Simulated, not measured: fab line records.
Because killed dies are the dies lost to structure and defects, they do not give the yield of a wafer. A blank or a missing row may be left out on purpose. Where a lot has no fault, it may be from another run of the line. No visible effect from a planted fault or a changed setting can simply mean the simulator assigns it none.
Which tool did it? || flow nandHarc || 11 lots, 33 wafers sampled, at 6 steps of a route of 1302

## WHAT THE GAUGES READ, wafer by wafer
NHARC_P_GATE_CD_MEAS_11: the cd target is 1640 nm.
{"lot": "L343", "measured": "day 5 06:22", "on": "cdSem-03", "cdNm (nm)": "1640.4 1641.0 1640.0"}
{"lot": "L345", "measured": "day 6 01:43", "on": "cdSem-03", "cdNm (nm)": "1640.3 1637.7 1637.2"}
{"lot": "L346", "measured": "day 6 15:39", "on": "cdSem-03", "cdNm (nm)": "1638.9 1639.0 1638.7"}
{"lot": "L347", "measured": "day 7 00:05", "on": "cdSem-01", "cdNm (nm)": "1640.1 1639.1 1641.8"}
{"lot": "L348", "measured": "day 7 09:53", "on": "cdSem-03", "cdNm (nm)": "- - -"}
{"lot": "L359", "measured": "day 11 18:51", "on": "cdSem-03", "cdNm (nm)": "1640.4 1640.0 1639.2"}
{"lot": "L360", "measured": "day 12 07:15", "on": "cdSem-03", "cdNm (nm)": "1639.3 1637.2 1639.9"}
{"lot": "L361", "measured": "day 13 00:35", "on": "cdSem-03", "cdNm (nm)": "1636.9 1639.4 1639.0"}
{"lot": "L362", "measured": "day 13 04:38", "on": "cdSem-01", "cdNm (nm)": "1639.6 1638.1 1642.3"}
{"lot": "L363", "measured": "day 13 15:46", "on": "cdSem-02", "cdNm (nm)": "1642.1 1639.1 1639.3"}
{"lot": "L364", "measured": "day 14 07:08", "on": "cdSem-01", "cdNm (nm)": "1641.5 1638.5 1640.4"}

NHARC_END_SORT_01.
{"lot": "L348", "measured": "day 27 23:05", "on": "prober-01", "killedAtArray": "49 61 58", "killedAtOther": "0 1 1", "killedAtPeriphery": "628 615 618", "killedDies": "677 677 677", "killedOpen": "5 5 3", "killedShort": "1 5 3"}

## WHICH TOOL RAN EACH LOT (tool, then ch and the chambers of the sampled wafers, then the start)
{"lot": "L343", "NHARC_P_ZERO_WELL_DESCUM_13": "rieDiel-13 ch 0,2, day 2 17:24", "NHARC_P_ZERO_WELL_DESCUM_39": "rieDiel-04 ch 0,1,3, day 2 20:10", "NHARC_P_GATE_EXPOSE_08": "krfScanner-03 ch 0, day 5 06:13", "NHARC_P_GATE_HM_OPEN_105": "rieDiel-08 ch 0,2,3, no start"}
{"lot": "L345", "NHARC_P_ZERO_WELL_DESCUM_13": "rieDiel-11 ch 0,1,3, day 3 13:24", "NHARC_P_ZERO_WELL_DESCUM_39": "rieDiel-13 ch 0,3, day 3 16:28", "NHARC_P_GATE_EXPOSE_08": "krfScanner-04 ch 0, day 6 01:34", "NHARC_P_GATE_HM_OPEN_105": "rieDiel-08 ch 0,1, no start"}
{"lot": "L346", "NHARC_P_ZERO_WELL_DESCUM_13": "rieDiel-04 ch 0,1, day 3 23:19", "NHARC_P_ZERO_WELL_DESCUM_39": "rieDiel-13 ch 0,2,3, day 4 02:19", "NHARC_P_GATE_EXPOSE_08": "krfScanner-04 ch 0, day 6 15:30", "NHARC_P_GATE_HM_OPEN_105": "rieDiel-03 ch 1,3, no start"}
{"lot": "L347", "NHARC_P_ZERO_WELL_DESCUM_13": "rieDiel-13 ch 1,2,3, day 4 09:25", "NHARC_P_ZERO_WELL_DESCUM_39": "rieDiel-13 ch 1,2,3, day 4 12:34", "NHARC_P_GATE_EXPOSE_08": "krfScanner-04 ch 0, day 6 23:56", "NHARC_P_GATE_HM_OPEN_105": "rieDiel-03 ch 1,2,3, no start"}
{"lot": "L348", "NHARC_P_ZERO_WELL_DESCUM_13": "rieDiel-13 ch 0,2,3, day 4 19:17", "NHARC_P_ZERO_WELL_DESCUM_39": "rieDiel-04 ch 0,3, day 4 22:16", "NHARC_P_GATE_EXPOSE_08": "krfScanner-03 ch 0, day 7 09:44", "NHARC_P_GATE_HM_OPEN_105": "rieDiel-01 ch 0,2,3, day 27 23:05 or earlier"}
{"lot": "L359", "NHARC_P_ZERO_WELL_DESCUM_13": "rieDiel-04 ch 1,3, day 9 09:17", "NHARC_P_ZERO_WELL_DESCUM_39": "rieDiel-11 ch 0,2, day 9 12:18", "NHARC_P_GATE_EXPOSE_08": "krfScanner-04 ch 0, day 11 18:41", "NHARC_P_GATE_HM_OPEN_105": "rieDiel-01 ch 0,3, no start"}
{"lot": "L360", "NHARC_P_ZERO_WELL_DESCUM_13": "rieDiel-11 ch 0,2,3, day 9 19:27", "NHARC_P_ZERO_WELL_DESCUM_39": "rieDiel-11 ch 0,2,3, day 9 22:26", "NHARC_P_GATE_EXPOSE_08": "krfScanner-03 ch 0, day 12 07:06", "NHARC_P_GATE_HM_OPEN_105": "rieDiel-01 ch 0,1,2, no start"}
{"lot": "L361", "NHARC_P_ZERO_WELL_DESCUM_13": "rieDiel-13 ch 1,3, day 10 05:23", "NHARC_P_ZERO_WELL_DESCUM_39": "rieDiel-11 ch 0,1,3, day 10 08:24", "NHARC_P_GATE_EXPOSE_08": "krfScanner-03 ch 0, day 13 00:26", "NHARC_P_GATE_HM_OPEN_105": "rieDiel-01 ch 0,2, no start"}
{"lot": "L362", "NHARC_P_ZERO_WELL_DESCUM_13": "rieDiel-13 ch 0,2, day 10 15:23", "NHARC_P_ZERO_WELL_DESCUM_39": "rieDiel-04 ch 1,3, day 10 18:16", "NHARC_P_GATE_EXPOSE_08": "krfScanner-03 ch 0, day 13 04:29", "NHARC_P_GATE_HM_OPEN_105": "rieDiel-08 ch 1,3, no start"}
{"lot": "L363", "NHARC_P_ZERO_WELL_DESCUM_13": "rieDiel-13 ch 0,1,2, day 11 01:16", "NHARC_P_ZERO_WELL_DESCUM_39": "rieDiel-04 ch 0,2,3, day 11 04:16", "NHARC_P_GATE_EXPOSE_08": "krfScanner-02 ch 0, day 13 15:37", "NHARC_P_GATE_HM_OPEN_105": "rieDiel-03 ch 0,2,3, no start"}
{"lot": "L364", "NHARC_P_ZERO_WELL_DESCUM_13": "rieDiel-11 ch 0,1,2, day 11 11:19", "NHARC_P_ZERO_WELL_DESCUM_39": "rieDiel-13 ch 0,1,3, day 11 14:19", "NHARC_P_GATE_EXPOSE_08": "krfScanner-02 ch 0, day 14 06:59", "NHARC_P_GATE_HM_OPEN_105": "rieDiel-08 ch 2,3, no start"}
- NHARC_P_ZERO_WELL_DESCUM_13: chemistry O2, time 3 s.
- NHARC_P_ZERO_WELL_DESCUM_39: chemistry O2, time 3 s.
- NHARC_P_GATE_EXPOSE_08: exposes mask P HV.
- NHARC_P_GATE_HM_OPEN_105: chemistry O2/COS, target depth 360 nm.

## WHAT THE TOOLS THEMSELVES READ (means of the sampled wafers that have a number; where no wafer has one, the mark that the record gives instead)
NHARC_P_ZERO_WELL_DESCUM_13.
{"lot": "L343", "tool": "rieDiel-13", "drypumpMotorCurrentA (A)": 5.8, "mfcArSccm (sccm)": 0.000, "oesProductAu (a.u.)": 1.007, "rfVppV (V)": 57.9, "showerheadPlenumPTorr (Torr)": 1.99, "throttleValvePct (%)": 11.310}
{"lot": "L345", "tool": "rieDiel-11", "drypumpMotorCurrentA (A)": 5.5, "mfcArSccm (sccm)": 0.005, "oesProductAu (a.u.)": 0.990, "rfVppV (V)": 57.5, "showerheadPlenumPTorr (Torr)": 1.81, "throttleValvePct (%)": 11.309}
{"lot": "L346", "tool": "rieDiel-04", "drypumpMotorCurrentA (A)": 5.4, "mfcArSccm (sccm)": 0.000, "oesProductAu (a.u.)": 0.998, "rfVppV (V)": 58.2, "showerheadPlenumPTorr (Torr)": 2.00, "throttleValvePct (%)": 11.318}
{"lot": "L347", "tool": "rieDiel-13", "drypumpMotorCurrentA (A)": 5.7, "mfcArSccm (sccm)": 0.002, "oesProductAu (a.u.)": 1.003, "rfVppV (V)": 57.3, "showerheadPlenumPTorr (Torr)": 1.87, "throttleValvePct (%)": 11.309}
{"lot": "L348", "tool": "rieDiel-13", "drypumpMotorCurrentA (A)": 6.0, "mfcArSccm (sccm)": 0.002, "oesProductAu (a.u.)": 1.012, "rfVppV (V)": 57.9, "showerheadPlenumPTorr (Torr)": 1.92, "throttleValvePct (%)": 11.311}
{"lot": "L359", "tool": "rieDiel-04", "drypumpMotorCurrentA (A)": 5.1, "mfcArSccm (sccm)": 0.000, "oesProductAu (a.u.)": 1.005, "rfVppV (V)": 57.5, "showerheadPlenumPTorr (Torr)": 1.88, "throttleValvePct (%)": 11.311}
{"lot": "L360", "tool": "rieDiel-11", "drypumpMotorCurrentA (A)": 5.6, "mfcArSccm (sccm)": 0.005, "oesProductAu (a.u.)": 1.000, "rfVppV (V)": 57.3, "showerheadPlenumPTorr (Torr)": 1.97, "throttleValvePct (%)": 11.307}
{"lot": "L361", "tool": "rieDiel-13", "drypumpMotorCurrentA (A)": 5.6, "mfcArSccm (sccm)": 0.002, "oesProductAu (a.u.)": 1.009, "rfVppV (V)": 56.5, "showerheadPlenumPTorr (Torr)": 1.98, "throttleValvePct (%)": 11.317}
{"lot": "L362", "tool": "rieDiel-13", "drypumpMotorCurrentA (A)": 5.9, "mfcArSccm (sccm)": 0.000, "oesProductAu (a.u.)": 1.011, "rfVppV (V)": 58.5, "showerheadPlenumPTorr (Torr)": 1.94, "throttleValvePct (%)": 11.313}
{"lot": "L363", "tool": "rieDiel-13", "drypumpMotorCurrentA (A)": 5.6, "mfcArSccm (sccm)": 0.000, "oesProductAu (a.u.)": 1.008, "rfVppV (V)": 58.0, "showerheadPlenumPTorr (Torr)": 1.99, "throttleValvePct (%)": 11.316}
{"lot": "L364", "tool": "rieDiel-11", "drypumpMotorCurrentA (A)": 5.7, "mfcArSccm (sccm)": 0.005, "oesProductAu (a.u.)": 0.997, "rfVppV (V)": 57.6, "showerheadPlenumPTorr (Torr)": 1.89, "throttleValvePct (%)": 11.302}

NHARC_P_ZERO_WELL_DESCUM_39.
{"lot": "L343", "tool": "rieDiel-04", "drypumpMotorCurrentA (A)": 5.5, "mfcArSccm (sccm)": 0.000, "oesProductAu (a.u.)": 1.003, "rfVppV (V)": 57.7, "showerheadPlenumPTorr (Torr)": 1.95, "throttleValvePct (%)": 11.308}
{"lot": "L345", "tool": "rieDiel-13", "drypumpMotorCurrentA (A)": 6.2, "mfcArSccm (sccm)": 0.002, "oesProductAu (a.u.)": 1.005, "rfVppV (V)": 57.6, "showerheadPlenumPTorr (Torr)": 1.90, "throttleValvePct (%)": 11.302}
{"lot": "L346", "tool": "rieDiel-13", "drypumpMotorCurrentA (A)": 6.0, "mfcArSccm (sccm)": 0.002, "oesProductAu (a.u.)": 1.003, "rfVppV (V)": 57.7, "showerheadPlenumPTorr (Torr)": 1.92, "throttleValvePct (%)": 11.311}
{"lot": "L347", "tool": "rieDiel-13", "drypumpMotorCurrentA (A)": 5.7, "mfcArSccm (sccm)": 0.002, "oesProductAu (a.u.)": 1.006, "rfVppV (V)": 58.5, "showerheadPlenumPTorr (Torr)": 1.87, "throttleValvePct (%)": 11.313}
{"lot": "L348", "tool": "rieDiel-04", "drypumpMotorCurrentA (A)": 5.9, "mfcArSccm (sccm)": 0.000, "oesProductAu (a.u.)": 0.987, "rfVppV (V)": 57.8, "showerheadPlenumPTorr (Torr)": 1.92, "throttleValvePct (%)": 11.309}
{"lot": "L359", "tool": "rieDiel-11", "drypumpMotorCurrentA (A)": 5.8, "mfcArSccm (sccm)": 0.005, "oesProductAu (a.u.)": 0.993, "rfVppV (V)": 57.3, "showerheadPlenumPTorr (Torr)": 1.96, "throttleValvePct (%)": 11.312}
{"lot": "L360", "tool": "rieDiel-11", "drypumpMotorCurrentA (A)": 5.6, "mfcArSccm (sccm)": 0.005, "oesProductAu (a.u.)": 0.989, "rfVppV (V)": 58.6, "showerheadPlenumPTorr (Torr)": 1.97, "throttleValvePct (%)": 11.316}
{"lot": "L361", "tool": "rieDiel-11", "drypumpMotorCurrentA (A)": 5.5, "mfcArSccm (sccm)": 0.005, "oesProductAu (a.u.)": 0.998, "rfVppV (V)": 57.9, "showerheadPlenumPTorr (Torr)": 1.90, "throttleValvePct (%)": 11.309}
{"lot": "L362", "tool": "rieDiel-04", "drypumpMotorCurrentA (A)": 5.1, "mfcArSccm (sccm)": 0.000, "oesProductAu (a.u.)": 0.998, "rfVppV (V)": 58.1, "showerheadPlenumPTorr (Torr)": 1.94, "throttleValvePct (%)": 11.312}
{"lot": "L363", "tool": "rieDiel-04", "drypumpMotorCurrentA (A)": 5.6, "mfcArSccm (sccm)": 0.001, "oesProductAu (a.u.)": 1.002, "rfVppV (V)": 57.4, "showerheadPlenumPTorr (Torr)": 1.85, "throttleValvePct (%)": 11.302}
{"lot": "L364", "tool": "rieDiel-13", "drypumpMotorCurrentA (A)": 5.9, "mfcArSccm (sccm)": 0.002, "oesProductAu (a.u.)": 1.017, "rfVppV (V)": 58.2, "showerheadPlenumPTorr (Torr)": 1.93, "throttleValvePct (%)": 11.315}

NHARC_P_GATE_EXPOSE_08.
{"lot": "L343", "tool": "krfScanner-03", "exposureDoseMJCm2": 16.729}
{"lot": "L345", "tool": "krfScanner-04", "exposureDoseMJCm2": 16.742}
{"lot": "L346", "tool": "krfScanner-04", "exposureDoseMJCm2": 16.732}
{"lot": "L347", "tool": "krfScanner-04", "exposureDoseMJCm2": 16.748}
{"lot": "L348", "tool": "krfScanner-03", "exposureDoseMJCm2": 16.738}
{"lot": "L359", "tool": "krfScanner-04", "exposureDoseMJCm2": 16.745}
{"lot": "L360", "tool": "krfScanner-03", "exposureDoseMJCm2": 16.738}
{"lot": "L361", "tool": "krfScanner-03", "exposureDoseMJCm2": 16.750}
{"lot": "L362", "tool": "krfScanner-03", "exposureDoseMJCm2": 16.757}
{"lot": "L363", "tool": "krfScanner-02", "exposureDoseMJCm2": 16.744}
{"lot": "L364", "tool": "krfScanner-02", "exposureDoseMJCm2": 16.744}

NHARC_P_GATE_HM_OPEN_105.
{"lot": "L343", "tool": "rieDiel-08", "drypumpMotorCurrentA (A)": 5.6, "mfcArSccm (sccm)": 0.011, "oesProductAu (a.u.)": 1.008, "rfVppV (V)": 468.0, "showerheadPlenumPTorr (Torr)": 3.16, "throttleValvePct (%)": 28.334}
{"lot": "L345", "tool": "rieDiel-08", "drypumpMotorCurrentA (A)": 5.2, "mfcArSccm (sccm)": 0.000, "oesProductAu (a.u.)": 1.006, "rfVppV (V)": 464.9, "showerheadPlenumPTorr (Torr)": 3.01, "throttleValvePct (%)": 28.331}
{"lot": "L346", "tool": "rieDiel-03", "drypumpMotorCurrentA (A)": 5.8, "mfcArSccm (sccm)": 0.036, "oesProductAu (a.u.)": 0.985, "rfVppV (V)": 468.4, "showerheadPlenumPTorr (Torr)": 3.20, "throttleValvePct (%)": 28.336}
{"lot": "L347", "tool": "rieDiel-03", "drypumpMotorCurrentA (A)": 5.9, "mfcArSccm (sccm)": 0.025, "oesProductAu (a.u.)": 0.992, "rfVppV (V)": 469.5, "showerheadPlenumPTorr (Torr)": 3.24, "throttleValvePct (%)": 28.320}
{"lot": "L348", "tool": "rieDiel-01", "drypumpMotorCurrentA (A)": 5.5, "mfcArSccm (sccm)": 0.012, "oesProductAu (a.u.)": 1.005, "rfVppV (V)": 469.4, "showerheadPlenumPTorr (Torr)": 3.19, "throttleValvePct (%)": 28.333}
{"lot": "L359", "tool": "rieDiel-01", "drypumpMotorCurrentA (A)": 5.4, "mfcArSccm (sccm)": 0.000, "oesProductAu (a.u.)": 1.004, "rfVppV (V)": 466.4, "showerheadPlenumPTorr (Torr)": 3.13, "throttleValvePct (%)": 28.331}
{"lot": "L360", "tool": "rieDiel-01", "drypumpMotorCurrentA (A)": 5.4, "mfcArSccm (sccm)": 0.014, "oesProductAu (a.u.)": 1.006, "rfVppV (V)": 468.4, "showerheadPlenumPTorr (Torr)": 3.18, "throttleValvePct (%)": 28.324}
{"lot": "L361", "tool": "rieDiel-01", "drypumpMotorCurrentA (A)": 5.6, "mfcArSccm (sccm)": 0.024, "oesProductAu (a.u.)": 1.003, "rfVppV (V)": 470.2, "showerheadPlenumPTorr (Torr)": 3.24, "throttleValvePct (%)": 28.321}
{"lot": "L362", "tool": "rieDiel-08", "drypumpMotorCurrentA (A)": 5.4, "mfcArSccm (sccm)": 0.003, "oesProductAu (a.u.)": 1.002, "rfVppV (V)": 467.2, "showerheadPlenumPTorr (Torr)": 3.12, "throttleValvePct (%)": 28.327}
{"lot": "L363", "tool": "rieDiel-03", "drypumpMotorCurrentA (A)": 5.7, "mfcArSccm (sccm)": 0.012, "oesProductAu (a.u.)": 0.997, "rfVppV (V)": 468.0, "showerheadPlenumPTorr (Torr)": 3.16, "throttleValvePct (%)": 28.341}
{"lot": "L364", "tool": "rieDiel-08", "drypumpMotorCurrentA (A)": 5.6, "mfcArSccm (sccm)": 0.019, "oesProductAu (a.u.)": 1.004, "rfVppV (V)": 469.4, "showerheadPlenumPTorr (Torr)": 3.25, "throttleValvePct (%)": 28.337}

## THE ANSWER, worked out from the rows above alone
Rule: the lots themselves supply what counts as usual. The widest of any qualifying gaps counts: lots, ordered by their means at a reading, are off when they make up no more than a third of the lots, leave a main group of 4 or more, and stand apart from it by 3 or more times the standard deviation of that group's means. The tables above print the reading to a certain number of digits; a main group whose means all agree to those digits is not used. A lot without any number at a reading at which 4 lots or more have one is off too. Any other lot the step has rows for is counted as sound. Order of review: gauges by route order, followed by the tools' own readings, for which a lot's mean as printed above is used. At the first step where some lot is off, the reading lying furthest off is the one used; lots without a number count as furthest.
Off: L348 (NHARC_P_GATE_CD_MEAS_11, cdNm). Without a number there: L348. Main group: mean 1639.5 nm, sd 0.78.
A tool fits if, at a process step before that reading, it ran every lot that is off, and no sound lot after the first of them. Those tools and the gauges at NHARC_P_GATE_CD_MEAS_11 are tried in the same way. Not one of the candidates tried fits.

## WHAT THE SIMULATOR HAD INSERTED
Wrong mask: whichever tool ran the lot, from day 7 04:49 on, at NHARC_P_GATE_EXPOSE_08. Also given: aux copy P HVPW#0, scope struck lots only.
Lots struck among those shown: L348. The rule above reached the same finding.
